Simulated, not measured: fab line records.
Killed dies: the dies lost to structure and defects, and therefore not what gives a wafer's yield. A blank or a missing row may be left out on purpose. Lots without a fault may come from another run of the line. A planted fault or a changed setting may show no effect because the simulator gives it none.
Matching of chambers	flow nand harc	NHARC_A_SLIT_DEP_23 on pecvd-04 has 3 sister chambers
The step deposits SiON, target thk 100 nm. 3 wafers are shown with their chamber, then 10 later ones without.

WAFERS WITH THEIR CHAMBER
wafer	chamber	heater power w (W)
L090.3	2	623
L093.1	0	751
L093.2	1	855

WAFERS WITHOUT THEIR CHAMBER
wafer	heater power w (W)
L093.6	702
L092.1	713
L092.3	627
L092.4	713
L097.2	734
L097.4	736
L097.6	836
L094.1	892
L094.4	803
L094.6	897

EACH ONE'S CHAMBER
wafer	from the rows above	in truth
L093.6	can't be placed: 0 or 2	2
L092.1	can't be placed: 0 or 2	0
L092.3	2	2
L092.4	can't be placed: 0 or 2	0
L097.2	0	0
L097.4	0	0
L097.6	can't be placed: 1 or 0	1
L094.1	1	1
L094.4	can't be placed: 0 or 1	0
L094.6	1	1
Correct placement for 5 of the 10. Cannot be placed on the basis of these rows: 5; the candidates contain the true chamber in 5. 0 placed wrongly.
How it was worked out, from the rows above alone: a wafer's distance from a chamber is the root of the sum, over the readings, of the square of ((its reading less the chamber's mean) divided by the reading's scatter). If the next closest chamber is less than 2 further off than the closest, the wafer can't be placed; otherwise it belongs to the closest. Each chamber's mean is taken over the wafers shown for it. The scatter: root of mean squared gap, hidden wafer to nearest shown wafer, with one shown wafer a chamber.
